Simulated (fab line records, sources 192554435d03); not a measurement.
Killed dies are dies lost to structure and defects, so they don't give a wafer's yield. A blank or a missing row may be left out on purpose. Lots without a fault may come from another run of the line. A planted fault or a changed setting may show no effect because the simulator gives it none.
fab line records | flow n5_finfet
record lots=8 wafers=24 last_day=17
route steps=1938 shown BEOL_M4@1045 PASSIVATION@1936
lots that met no fault: from a run of the same line without faults
start_h: hours from the record's first day to the start of the lot's first wafer shown | wait_h: hours since the lot's step before | " the same as in the row above | L1.1+2: a row that stands for several wafers | - no value, or no start given | * or withheld: withheld | < > ~ a bound
route shown NAME@n: a module of which the file shows steps, and the number in the route of the first | usual: mean/standard deviation of fault-free wafers | same: alike in all rows | chamber/n: place in a boat | sites: the reading at each site | _std_site: their standard deviation | _edge_site: outer sites' mean less inner sites' | radius_mm: how far each site lies from the wafer's centre | mask NAME#n: copy n | behind: the tool/chamber that last shaped the wafer | hold: why the lot was held/for how many hours/how that ended | device: the transistor (n, p or np) that didn't switch | end of line: the same wafers' tests at the end of the route | a step without rows: its recipe alone | killed: dies lost to structure and defects at the first sort, not the wafer's yield | map: a wafer's dies, x killed, . not, _ none there
set.NAME: the setting as run; set.NAME@STEP: as run at that earlier step | model.NAME: the simulator's own value behind a step, which no gauge read
steps of the route over a sample of lots; a table a step, a row a wafer
services: from which hour (start_h, from the record's first day; less than 0 if before it) a tool's chamber was out of use, for how many hours, and why
## steps
# step N5_BEOL_M4_STRIP_19
# recipe chemistry=O2 power_w=400 temp_c=40 pressure_mtorr=30 rf_frequency_hz=6e+07 bias_power_w=0 overash_fraction=0.2 o2_flow_sccm=225
# usual drypump_motor_current_A=5.7/0.41 oes_product_au=0.78/0.094 rf_vpp_V=3.6/0.51 showerhead_plenum_p_Torr=2.09/0.071 throttle_valve_pct=16.72/0.24
# columns lot.wafer tool chamber start_h wait_h drypump_motor_current_A oes_product_au rf_hours_counter_h rf_vpp_V showerhead_plenum_p_Torr throttle_valve_pct
L940.3 rie_diel-01 1 199.75 0.2 5.3 0.69 223 4.2 2.00 17.30
L940.4 " 3 " " 5.5 0.72 200 4.1 2.09 16.78
L940.6 " 0 " " 5.5 0.73 - 4.3 2.16 16.64
L946.2 rie_diel-06 2 240.06 0.2 5.4 0.93 18 3.6 2.15 16.48
L946.3 " 0 " " 6.5 0.76 147 4.4 2.02 16.77
L946.5 " 3 " " 5.5 0.87 - 3.7 2.03 16.72
L944.1 rie_diel-06 0 243.21 0.2 6.5 0.75 149 3.7 2.02 16.77
L944.3 " 1 " " 5.5 0.88 34 3.6 2.03 16.18
L944.4 " 2 " " 5.3 0.93 19 3.8 2.15 16.50
L947.2 rie_diel-06 2 244.21 0.2 5.3 0.93 20 4.1 2.15 16.51
L947.3 " 1 " " 5.5 0.88 35 4.1 2.03 16.18
L947.4 " 3 " " 5.5 0.86 45 3.8 2.03 16.73
L951.2 rie_diel-06 1 257.17 0.1 5.5 0.88 40 3.3 2.03 16.18
L951.5 " 1 " " 5.5 0.87 - 3.4 2.03 16.17
L951.6 " 3 " " 5.5 0.86 - 2.6 2.03 16.74
L952.1 rie_diel-01 1 268.92 0.2 5.3 0.68 247 2.6 2.00 17.34
L952.3 " 2 " " 5.8 0.67 236 3.1 2.07 16.91
L952.4 " 3 " " 5.5 0.71 225 3.3 2.08 16.81
L953.1 rie_diel-01 3 283.56 0.2 5.5 0.70 232 3.0 2.08 16.83
L953.2 " 0 " " 5.5 0.70 214 3.5 2.15 16.70
L953.3 " 2 " " 5.8 0.66 242 3.6 2.07 16.92
L957.3 rie_diel-01 2 284.81 0.1 5.8 0.67 243 4.2 2.07 16.93
L957.5 " 3 " " 5.5 0.71 - 3.3 2.08 16.83
L957.6 " 2 " " 5.8 0.66 - 3.4 2.07 16.92
# step N5_BEOL_M4_TRENCH_ETCH_37
# recipe chemistry=C4F6/O2 target_depth_a=555.55 target=SiOC time_s=29.2 ion_energy_ev=250 pressure_mtorr=30 source_w=355 bias_w=185 Ar_flow_sccm=300 C4F6_flow_sccm=10 O2_flow_sccm=10
# usual C4F6_flow_sccm=10.00/0.03 drypump_motor_current_A=5.6/0.36 oes_product_au=0.79/0.095 rf_fwd_power_W=350.4/1.4 rf_vpp_V=667/9.4 showerhead_plenum_p_Torr=2.84/0.099 throttle_valve_pct=20.92/0.27
# columns lot.wafer tool chamber start_h wait_h C4F6_flow_sccm drypump_motor_current_A oes_product_au rf_fwd_power_W rf_hours_counter_h rf_vpp_V showerhead_plenum_p_Torr throttle_valve_pct
L940.3 rie_diel-01 0 207.55 - 10.02 5.5 0.73 350.0 186 673 2.95 20.91
L940.4 " 2 " " 9.97 5.8 0.69 347.7 213 653 2.82 21.00
L940.6 " 3 " " 9.99 5.5 0.72 350.6 - 668 2.81 20.83
L946.2 rie_diel-06 1 247.21 - 9.99 5.5 0.87 351.0 36 654 2.76 20.35
L946.3 " 3 " " 9.96 5.5 0.87 350.2 46 662 2.79 21.14
L946.5 " 0 " " 10.02 6.5 0.74 349.2 - 678 2.73 20.88
L944.1 rie_diel-06 3 250.73 - 10.02 5.5 0.87 351.2 47 661 2.79 21.15
L944.3 " 0 " " 9.99 6.5 0.79 436.2 152 609 2.74 20.88
L944.4 " 2 " " 9.98 5.3 0.91 351.0 22 680 2.88 20.57
L947.2 rie_diel-06 0 255.54 - 9.99 6.5 0.78 434.5 154 609 2.73 20.91
L947.3 " 3 " " 9.96 5.5 0.86 350.5 49 662 2.79 21.15
L947.4 " 3 " " 9.99 5.6 0.85 352.5 - 664 2.79 21.14
L951.2 rie_diel-03 3 281.20 - 9.96 6.6 0.78 348.6 111 680 2.98 20.73
L951.5 " 2 " " 10.04 5.7 0.86 351.2 - 676 3.03 21.03
L951.6 " 1 " " 10.01 5.7 0.94 348.6 - 663 2.93 20.99
L952.1 rie_diel-01 3 284.09 - 10.04 5.5 0.70 349.4 232 667 2.80 20.89
L952.3 " 0 " " 10.00 5.5 0.70 349.2 214 669 2.94 20.94
L952.4 " 2 " " 10.00 5.8 0.67 348.2 - 650 2.81 21.03
L953.1 rie_diel-01 0 289.12 - 9.96 5.5 0.70 351.0 217 671 2.93 20.96
L953.2 " 2 " " 10.02 5.8 0.66 348.8 245 653 2.81 21.05
L953.3 " 3 " " 10.02 5.5 0.71 349.2 235 667 2.80 20.89
L957.3 rie_diel-01 3 306.99 - 9.99 5.5 0.70 352.5 244 668 2.79 20.89
L957.5 " 0 " " 10.01 5.5 0.69 348.8 - 672 2.93 20.98
L957.6 " 3 " " 10.02 5.5 0.69 351.3 - 667 2.79 20.88
# step N5_BEOL_M4_OCD_MEAS_38
# usual trench_depth_nm=55.3/1
# columns lot.wafer tool chamber start_h wait_h trench_depth_nm
L940.3 ocd-01 - 207.71 - 55.3
L940.4 " - " " 53.8
L940.6 " - " " 55.2
L946.2 ocd-01 - 247.37 - 55.2
L946.3 " - " " 56.1
L946.5 " - " " 55.2
L944.1 ocd-02 - 250.89 - 56.7
L944.3 " - " " 59.6
L944.4 " - " " 55.8
L947.2 ocd-02 - 255.69 - 59.0
L947.3 " - " " 57.1
L947.4 " - " " 56.1
L951.2 ocd-01 - 281.36 - 53.3
L951.5 " - " " 55.4
L951.6 " - " " 57.0
L952.1 ocd-02 - 284.25 - 55.1
L952.3 " - " " 53.9
L952.4 " - " " 53.4
L953.1 ocd-02 - 289.28 - 53.9
L953.2 " - " " 53.6
L953.3 " - " " 56.4
L957.3 ocd-02 - 307.14 - 55.7
L957.5 " - " " 54.0
L957.6 " - " " 55.8
# step N5_BEOL_M4_CD_MEAS_35
# recipe target_cd_nm=18 target_cd_y_nm=22.4 polarity=opening
# usual cd_nm=17.9/0.35
# columns lot.wafer tool chamber start_h wait_h cd_nm
L940.3 cd_sem-01 - 207.87 0.0 18.2
L940.4 " - " " 17.8
L940.6 " - " " 17.7
L946.2 cd_sem-03 - 247.53 0.0 17.7
L946.3 " - " " 17.9
L946.5 " - " " 17.4
L944.1 cd_sem-01 - 251.04 0.0 17.6
L944.3 " - " " 17.3
L944.4 " - " " 17.6
L947.2 cd_sem-02 - 255.85 0.0 18.6
L947.3 " - " " 18.4
L947.4 " - " " 17.9
L951.2 cd_sem-01 - 281.51 0.0 18.0
L951.5 " - " " 17.8
L951.6 " - " " 17.8
L952.1 cd_sem-01 - 284.41 0.0 18.2
L952.3 " - " " 17.9
L952.4 " - " " 18.1
L953.1 cd_sem-03 - 289.44 0.0 17.6
L953.2 " - " " 17.7
L953.3 " - " " 17.9
L957.3 cd_sem-03 - 307.30 0.0 17.6
L957.5 " - " " 17.5
L957.6 " - " " 17.9
# step N5_BEOL_M4_PRE_CLEAN_45
# recipe gas=H2/He time_s=30 temp_c=250
# usual heater_power_w=324/27
# columns lot.wafer tool chamber start_h wait_h heater_power_w
L940.3 pvd_sputter-01 - 208.05 0.0 346
L940.4 " - " " 316
L940.6 " - " " 314
L946.2 pvd_sputter-02 - 248.06 0.0 286
L946.3 " - " " 318
L946.5 " - " " 317
L944.1 pvd_sputter-02 - 251.32 0.0 373
L944.3 " - " " 317
L944.4 " - " " 283
L947.2 pvd_sputter-03 - 256.22 0.0 363
L947.3 " - " " 324
L947.4 " - " " 343
L951.2 pvd_sputter-01 - 281.85 0.0 321
L951.5 " - " " 351
L951.6 " - " " 319
L952.1 pvd_sputter-01 - 284.63 0.0 297
L952.3 " - " " 324
L952.4 " - " " 321
L953.1 pvd_sputter-02 - 289.81 0.0 317
L953.2 " - " " 307
L953.3 " - " " 366
L957.3 pvd_sputter-01 - 307.56 0.0 306
L957.5 " - " " 316
L957.6 " - " " 306
# step N5_BEOL_M4_THK_MEAS_53
# recipe thk_meas_gauge=xrf reads=Cu_of_BEOL_M4_ECD_50
# usual M4_THK=39.8/1.4
# columns lot.wafer tool chamber start_h wait_h M4_THK[nm]
L940.3 film_metro-02 - 211.23 - 38.1
L940.4 " - " " 39.1
L940.6 " - " " 39.5
L946.2 film_metro-01 - 251.31 - 38.7
L946.3 " - " " 38.9
L946.5 " - " " 37.5
L944.1 film_metro-01 - 256.28 - 42.0
L944.3 " - " " 44.1
L944.4 " - " " 41.2
L947.2 film_metro-01 - 259.58 - 42.9
L947.3 " - " " 40.4
L947.4 " - " " 40.3
L951.2 film_metro-01 - 285.38 - 38.1
L951.5 " - " " 41.6
L951.6 " - " " 41.2
L952.1 film_metro-01 - 287.71 - 39.9
L952.3 " - " " 39.7
L952.4 " - " " 38.0
L953.1 film_metro-02 - 293.28 - 40.2
L953.2 " - " " 37.3
L953.3 " - " " 41.7
L957.3 film_metro-02 - 310.63 - 39.4
L957.5 " - " " 39.7
L957.6 " - " " 39.8
# step N5_BEOL_M4_RS_MEAS_58
# recipe thk_meas_gauge=four-point-probe reads=Co_of_BEOL_M4_CO_CAP_55+Cu_of_BEOL_M4_ECD_50+Co_of_BEOL_M4_CVD_47+TaN_of_BEOL_M4_ALD_84
# usual M4_RS=0.67/0.03
# columns lot.wafer tool chamber start_h wait_h M4_RS[ohm/sq]
L940.3 film_metro-01 - 211.50 0.1 0.72
L940.4 " - " " 0.70
L940.6 " - " " 0.69
L946.2 film_metro-02 - 251.58 0.1 0.69
L946.3 " - " " 0.68
L946.5 " - " " 0.72
L944.1 film_metro-02 - 256.54 0.0 0.63
L944.3 " - " " 0.59
L944.4 " - " " 0.65
L947.2 film_metro-01 - 259.85 0.1 0.61
L947.3 " - " " 0.66
L947.4 " - " " 0.66
L951.2 film_metro-01 - 285.64 0.1 0.71
L951.5 " - " " 0.63
L951.6 " - " " 0.64
L952.1 film_metro-02 - 287.98 0.0 0.67
L952.3 " - " " 0.68
L952.4 " - " " 0.72
L953.1 film_metro-02 - 293.54 0.0 0.67
L953.2 " - " " 0.74
L953.3 " - " " 0.64
L957.3 film_metro-01 - 310.89 0.1 0.69
L957.5 " - " " 0.68
L957.6 " - " " 0.68
# step N5_BEOL_M4_RC_MEAS_101
# usual DIBL_N=36.4/1.6 DIBL_P=36.2/1.8 IOFF_N=0.159/0.029 IOFF_P=0.21/0.034 ION_N=670/12 ION_P=459/8.2 SS_N=71.5/0.59 SS_P=73.2/0.54 VT_N=250/3.3 VT_P=-250/3.7
# columns lot.wafer tool chamber start_h wait_h DIBL_N[mV/V] DIBL_P[mV/V] IOFF_N[nA/um] IOFF_P[nA/um] ION_N[uA/um] ION_P[uA/um] SS_N[mV/dec] SS_P[mV/dec] VT_N[mV] VT_P[mV]
L940.3 prober-01 0 211.86 0.3 37.4 39.1 0.216 0.26 689 473 71.9 73.9 241 -246
L940.4 " 0 " " 34.0 34.9 0.136 0.20 673 460 70.8 73.1 251 -253
L940.6 " 0 " " 35.3 35.5 0.154 0.19 667 454 71.1 73.5 250 -253
L946.2 prober-02 0 251.78 0.2 37.8 38.0 0.182 0.23 673 463 71.8 73.8 250 -252
L946.3 " 0 " " 37.7 36.4 0.181 0.19 684 456 72.6 73.7 249 -254
L946.5 " 0 " " 35.8 34.1 0.142 0.16 659 445 71.4 72.9 253 -255
L944.1 prober-01 0 256.60 0.0 35.4 35.6 0.146 0.17 671 458 71.8 72.9 250 -255
L944.3 " 0 " " 34.2 34.4 0.130 0.15 657 442 72.3 72.1 255 -256
L944.4 " 0 " " 36.1 38.2 0.167 0.20 672 455 72.0 73.4 249 -251
L947.2 prober-01 0 260.05 0.2 36.5 36.5 0.153 0.20 663 457 71.3 73.3 250 -253
L947.3 " 0 " " 34.5 33.8 0.119 0.16 657 449 70.7 72.7 256 -254
L947.4 " 0 " " 36.1 36.9 0.135 0.20 658 459 70.6 73.9 253 -252
L951.2 prober-02 0 285.85 0.2 34.7 34.2 0.115 0.17 649 448 70.8 72.9 254 -255
L951.5 " 0 " " 36.9 36.8 0.151 0.23 661 456 71.6 73.2 249 -250
L951.6 " 0 " " 36.5 35.8 0.152 0.20 657 452 70.8 73.2 252 -253
L952.1 prober-01 0 288.03 0.0 32.9 34.3 0.119 0.18 657 457 70.4 72.8 251 -251
L952.3 " 0 " " 34.7 34.9 0.137 0.19 665 458 70.4 73.4 253 -250
L952.4 " 0 " " 33.8 33.9 0.137 0.18 670 464 70.4 73.3 250 -250
L953.1 prober-01 0 293.59 0.0 36.0 35.5 0.161 0.20 663 454 71.7 72.9 253 -254
L953.2 " 0 " " 34.9 33.7 0.129 0.17 654 449 71.8 72.5 257 -254
L953.3 " 0 " " 36.2 38.1 0.158 0.23 675 464 72.1 73.4 253 -251
L957.3 prober-02 0 311.25 0.3 35.5 34.9 0.113 0.14 649 443 71.2 72.3 257 -262
L957.5 " 0 " " 38.6 39.7 0.190 0.20 673 453 72.2 73.7 250 -253
L957.6 " 0 " " 36.9 37.1 0.152 0.16 675 455 71.9 72.9 251 -258
# step N5_PASSIVATION_PROBE_49
# usual defect_limited_yield=91.1/1.5 killed_at_M0_to_M3=33/9.9 killed_at_M4_up=14/5.2 killed_at_contacts=12/6.7 killed_at_front_end=43/13 killed_at_other=3.4/2.7 killed_dies=105/17 killed_open=69/13 killed_short=33/7.5 sort_bin_5_function=5.2/0.91 sort_bin_6_memory=3.3/0.71 sort_n_pass=1075/17 sort_yield_pct=91.1/1.5
# same gross_dies=1180 killed_at_back_side=0 sort_bin_4_leakage[%]=0 sort_bin_8_speed[%]=0
# columns lot.wafer tool chamber start_h wait_h defect_limited_yield[%] killed_at_M0_to_M3 killed_at_M4_up killed_at_contacts killed_at_front_end killed_at_other killed_dies killed_open killed_short sort_bin_5_function[%] sort_bin_6_memory[%] sort_n_pass sort_yield_pct[%]
L940.3 prober-01 - 323.75 0.1 92.1 31 14 11 36 1 93 70 20 3.7 4.1 1087 92.1
L940.4 prober-01 - 323.80 0.2 89.1 47 21 11 49 1 129 94 33 5.8 4.8 1051 89.1
L940.6 prober-01 - 323.90 0.3 93.2 19 23 12 18 8 80 59 20 3.7 2.9 1100 93.2
L946.2 prober-01 - 356.44 0.1 91.4 33 11 20 37 1 102 70 32 5.3 3.2 1078 91.4
L946.3 prober-01 - 356.49 0.1 90.8 34 12 19 39 4 108 71 35 5.8 3.1 1072 90.8
L946.5 prober-01 - 356.59 0.2 88.1 41 12 31 52 5 141 91 50 7.0 4.3 1039 88.1
L944.1 prober-01 - 357.26 0.0 92.8 25 18 8 31 3 85 55 29 5.0 2.0 1095 92.8
L944.3 prober-01 - 357.36 0.1 88.7 30 16 27 57 3 133 100 31 6.4 4.6 1047 88.7
L944.4 prober-01 - 357.41 0.2 93.6 17 4 7 41 7 76 54 20 4.0 2.5 1104 93.6
L947.2 prober-01 - 365.10 0.1 90.3 38 29 8 35 4 114 79 32 5.2 4.0 1066 90.3
L947.3 prober-01 - 365.15 0.2 91.7 34 19 3 41 1 98 69 28 4.9 3.2 1082 91.7
L947.4 prober-01 - 365.20 0.2 93.6 30 8 4 30 3 75 51 24 4.4 1.9 1105 93.6
L953.1 prober-02 - 397.43 0.0 89.9 46 14 6 50 3 119 79 39 6.3 3.6 1061 89.9
L953.2 prober-02 - 397.48 0.1 88.1 36 12 12 78 3 141 91 48 6.4 5.2 1039 88.1
L953.3 prober-02 - 397.53 0.1 89.2 27 12 18 70 1 128 85 41 6.4 4.1 1052 89.2
L957.3 prober-02 - 417.63 0.1 91.2 45 17 5 25 12 104 69 35 5.3 3.1 1076 91.2
L957.5 prober-02 - 417.73 0.2 93.6 25 10 2 32 7 76 51 25 3.6 2.6 1104 93.6
L957.6 prober-02 - 417.78 0.3 94.0 35 15 4 15 2 71 45 26 3.5 2.2 1109 94.0
# killed by level:class
L940.3 BEOL_M2:geometric_particle:open=15 BEOL_M4:geometric_particle:open=11 MOL_CONTACT_COAG:geometric_particle:open=10 STI_FIN_REVEAL:geometric_particle:open=8 ILD0:geometric_particle:open=5 FIN_SAQP:geometric_particle:open=4 DUMMY_GATE:geometric_particle:open=4 FIN_SAQP:geometric_particle:short=3
L940.4 STI_FIN_REVEAL:geometric_particle:open=23 BEOL_M4:geometric_particle:open=14 BEOL_M2:geometric_particle:open=14 BEOL_M0_SAQP:geometric_particle:open=9 BEOL_M1:geometric_particle:open=9 MOL_CONTACT_COAG:geometric_particle:open=8 BEOL_M0_SAQP:geometric_particle:short=8 STI_FIN_REVEAL:geometric_particle:short=4
L940.6 BEOL_M4:geometric_particle:open=15 BEOL_M2:geometric_particle:open=12 MOL_CONTACT_COAG:geometric_particle:open=8 STI_FIN_REVEAL:geometric_particle:open=4 STARTING-WAFER:geometric_particle:open=4 FIN_SAQP:geometric_particle:open=3 MOL_CONTACT_COAG:geometric_particle:short=3 BEOL_M4:geometric_particle:short=3
L946.2 MOL_CONTACT_COAG:geometric_particle:open=15 FIN_SAQP:geometric_particle:open=14 BEOL_M3:geometric_particle:open=9 BEOL_M1:geometric_particle:open=8 FIN_SAQP:geometric_particle:short=6 BEOL_M0_SAQP:geometric_particle:short=6 BEOL_M4:geometric_particle:open=6 MOL_CONTACT_COAG:geometric_particle:short=5
L946.3 STI_FIN_REVEAL:geometric_particle:open=13 MOL_CONTACT_COAG:geometric_particle:open=12 BEOL_M3:geometric_particle:open=9 MOL_CONTACT_COAG:geometric_particle:short=7 BEOL_M0_SAQP:geometric_particle:open=6 GATE_CUT:geometric_particle:open=5 BEOL_M0_SAQP:geometric_particle:short=5 BEOL_M5:geometric_particle:open=5
L946.5 MOL_CONTACT_COAG:geometric_particle:open=26 STI_FIN_REVEAL:geometric_particle:open=21 BEOL_M0_SAQP:geometric_particle:open=10 BEOL_M0_SAQP:geometric_particle:short=9 FIN_SAQP:geometric_particle:short=7 BEOL_M3:geometric_particle:open=7 FIN_SAQP:geometric_particle:open=5 STI_FIN_REVEAL:geometric_particle:short=5
L944.1 BEOL_M3:geometric_particle:open=12 BEOL_M4:geometric_particle:open=8 FIN_SAQP:geometric_particle:open=7 STI_FIN_REVEAL:geometric_particle:open=6 MOL_CONTACT_COAG:geometric_particle:open=6 FIN_SAQP:geometric_particle:short=5 BEOL_M1:geometric_particle:open=4 DUMMY_GATE:geometric_particle:open=3
L944.3 FIN_SAQP:geometric_particle:open=21 MOL_CONTACT_COAG:geometric_particle:open=21 BEOL_M3:geometric_particle:open=10 DUMMY_GATE:geometric_particle:open=7 MOL_CONTACT_COAG:geometric_particle:short=6 BEOL_M2:geometric_particle:open=6 BEOL_M4:geometric_particle:open=6 FIN_CUT:geometric_particle:open=4
L944.4 FIN_SAQP:geometric_particle:open=14 BEOL_M3:geometric_particle:open=8 MOL_CONTACT_COAG:geometric_particle:open=6 STI_FIN_REVEAL:geometric_particle:open=5 PAD_METAL:geometric_particle:short=5 STARTING-WAFER:geometric_particle:open=4 FIN_SAQP:geometric_particle:short=3 DUMMY_GATE:geometric_particle:open=3
L947.2 BEOL_M4:geometric_particle:open=17 BEOL_M2:geometric_particle:open=9 GATE_CUT:geometric_particle:open=8 BEOL_M0_SAQP:geometric_particle:open=8 STI_FIN_REVEAL:geometric_particle:open=7 BEOL_M0_SAQP:geometric_particle:short=7 MOL_CONTACT_COAG:geometric_particle:open=5 BEOL_M2:geometric_particle:short=5
L947.3 BEOL_M4:geometric_particle:open=13 FIN_SAQP:geometric_particle:open=12 BEOL_M0_SAQP:geometric_particle:short=12 STI_FIN_REVEAL:geometric_particle:open=9 DUMMY_GATE:geometric_particle:open=7 BEOL_M0_SAQP:geometric_particle:open=7 BEOL_M2:geometric_particle:open=6 FIN_SAQP:geometric_particle:short=4
L947.4 BEOL_M2:geometric_particle:open=13 FIN_SAQP:geometric_particle:open=7 BEOL_M3:geometric_particle:open=7 FIN_SAQP:geometric_particle:short=5 GATE_CUT:geometric_particle:open=4 MOL_CONTACT_COAG:geometric_particle:open=4 STARTING-WAFER:geometric_particle:short=4 BEOL_M0_SAQP:geometric_particle:short=3
L953.1 BEOL_M3:geometric_particle:open=19 FIN_SAQP:geometric_particle:open=16 FIN_SAQP:geometric_particle:short=11 BEOL_M0_SAQP:geometric_particle:short=8 MOL_CONTACT_COAG:geometric_particle:open=6 BEOL_M0_SAQP:geometric_particle:open=6 STI_FIN_REVEAL:geometric_particle:open=5 BEOL_M0:geometric_particle:open=5
L953.2 FIN_SAQP:geometric_particle:open=22 FIN_SAQP:geometric_particle:short=18 STI_FIN_REVEAL:geometric_particle:open=12 BEOL_M0_SAQP:geometric_particle:open=8 BEOL_M3:geometric_particle:open=8 MOL_CONTACT_COAG:geometric_particle:open=7 BEOL_M0_SAQP:geometric_particle:short=6 MOL_CONTACT_COAG:geometric_particle:short=5
L953.3 FIN_SAQP:geometric_particle:open=27 FIN_SAQP:geometric_particle:short=13 STI_FIN_REVEAL:geometric_particle:open=10 MOL_CONTACT_COAG:geometric_particle:open=10 BEOL_M0_SAQP:geometric_particle:short=9 MOL_CONTACT_COAG:geometric_particle:short=7 GATE_CUT:geometric_particle:short=4 GATE_CUT:geometric_particle:open=4
L957.3 BEOL_M0_SAQP:geometric_particle:open=16 BEOL_M0_SAQP:geometric_particle:short=11 BEOL_M4:geometric_particle:open=11 BEOL_M0:geometric_particle:open=5 BEOL_M2:geometric_particle:open=5 MOL_CONTACT_COAG:geometric_particle:open=4 PASS1_CAP:geometric_particle:open=4 FIN_SAQP:geometric_particle:open=3
L957.5 BEOL_M0_SAQP:geometric_particle:open=12 DUMMY_GATE:geometric_particle:open=10 BEOL_M0_SAQP:geometric_particle:short=6 STARTING-WAFER:geometric_particle:open=6 BEOL_M4:geometric_particle:open=5 FIN_SAQP:geometric_particle:open=4 STARTING-WAFER:geometric_particle:short=4 DUMMY_GATE:geometric_particle:short=3
L957.6 BEOL_M0_SAQP:geometric_particle:short=12 BEOL_M0_SAQP:geometric_particle:open=10 BEOL_M4:geometric_particle:open=6 DUMMY_GATE:geometric_particle:open=4 MOL_CONTACT_COAG:geometric_particle:open=4 BEOL_M6:geometric_particle:open=4 FIN_SAQP:geometric_particle:open=3 BEOL_M0:geometric_particle:open=3
## services
# columns tool chamber start_h hours kind
rie_diel-03 2 177.94 5.5 repair
rie_diel-03 1 183.66 - clean
rie_diel-03 1 183.66 - consumable_replace:focus_ring
rie_diel-03 1 183.66 31.7 scheduled_down
rie_diel-03 1 183.66 31.7 vent_cycle
rie_diel-06 0 200.50 16.6 repair
rie_diel-03 - 205.84 0.2 repair
rie_diel-03 2 220.89 7.3 repair
rie_diel-06 2 254.76 7.2 repair
rie_diel-01 1 275.60 - clean
rie_diel-01 1 275.60 - consumable_replace:focus_ring
rie_diel-01 1 275.60 - consumable_replace:showerhead
rie_diel-01 1 275.60 19.0 scheduled_down
rie_diel-01 1 275.60 19.0 vent_cycle
rie_diel-01 2 299.41 - clean
rie_diel-01 2 299.41 - consumable_replace:focus_ring
rie_diel-01 2 299.41 30.5 scheduled_down
rie_diel-01 2 299.41 30.5 vent_cycle
## key
first_sign step=N5_BEOL_M4_TRENCH_ETCH_37 reading=rf_fwd_power_W direction=up sigmas=60 usual=* struck=*
effect step=N5_BEOL_M4_TRENCH_ETCH_37 reading=rf_vpp_V direction=down sigmas=6.1 usual=667 struck=609
effect step=N5_BEOL_M4_OCD_MEAS_38 reading=trench_depth_nm direction=up sigmas=3.9 usual=55.3 struck=59.3
effect step=N5_BEOL_M4_THK_MEAS_53 reading=M4_THK direction=up sigmas=2.7 usual=39.8 struck=43.5
effect step=N5_BEOL_M4_RS_MEAS_58 reading=M4_RS direction=down sigmas=2.5 usual=0.67 struck=0.60
met_at N5_BEOL_M4_TRENCH_ETCH_37
struck_lots L944,L947
struck_wafers L944.3,L947.2
not_acting_at N5_BEOL_M4_STRIP_19,N5_BEOL_M4_CD_MEAS_35,N5_BEOL_M4_PRE_CLEAN_45
onset_between 247.21 250.73
fault kind=process_parameter_drift tool=rie_diel-06 chamber=0 onset_h=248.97 steps=N5_BEOL_M4_TRENCH_ETCH_37 channel=source_w offset=85.2 shape=step end_h=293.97 acts_in=these_recipes_only stated=355
